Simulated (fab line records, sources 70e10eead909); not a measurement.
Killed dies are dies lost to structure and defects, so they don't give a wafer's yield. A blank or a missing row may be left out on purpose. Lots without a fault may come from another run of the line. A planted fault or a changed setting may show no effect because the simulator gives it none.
Chamber matching | flow nand_harc | NHARC_A_STAIRCASE_ETCH_253 on rie_diel-10: 4 sister chambers
The step etches the open film in C4F8/O2, target depth 50 nm, time 20.2 s. 8 wafers are shown with their chamber, then 7 later ones without.

WAFERS WITH THEIR CHAMBER
wafer  | chamber | rf_vpp_V (V) | oes_product_au (a.u.)
L076.5 | 0       | 897          | 0.950
L082.1 | 2       | 894          | 0.963
L082.4 | 1       | 900          | 0.969
L084.2 | 1       | 898          | 0.981
L089.4 | 2       | 893          | 0.941
L089.5 | 3       | 888          | 0.928
L095.2 | 3       | 905          | 0.947
L095.5 | 0       | 896          | 0.972

WAFERS WITHOUT THEIR CHAMBER
wafer  | rf_vpp_V (V) | oes_product_au (a.u.)
L095.6 | 907          | 0.950
L096.3 | 907          | 0.957
L096.5 | 892          | 0.973
L096.6 | 899          | 0.978
L097.1 | 896          | 0.987
L097.2 | 894          | 0.976
L097.4 | 900          | 0.999

WHICH CHAMBER EACH WENT THROUGH
wafer  | from the rows above               | in truth
L095.6 | can't be placed: 0 or 3 or 2 or 1 | 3
L096.3 | can't be placed: 0 or 1 or 3 or 2 | 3
L096.5 | can't be placed: 0 or 1 or 2 or 3 | 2
L096.6 | can't be placed: 1 or 0 or 2      | 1
L097.1 | can't be placed: 1 or 0 or 2      | 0
L097.2 | can't be placed: 1 or 0 or 2      | 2
L097.4 | can't be placed: 1 or 0 or 2      | 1
Placed correctly: 0 of 7. Can't be placed from these rows: 7 (the true chamber is among the candidates in 7). Placed wrongly: 0.
How it was worked out, from the rows above alone: a wafer's distance from a chamber is the root of the sum, over the readings, of the square of ((its reading less the chamber's mean) divided by the reading's scatter). The wafer belongs to the nearest chamber; if the next one is less than 2 further off, it can't be placed. A chamber's mean is the mean of its shown wafers. The scatter: the root of (the sum of the squares of (reading less its chamber's mean) over the shown wafers, divided by (wafers less chambers)).
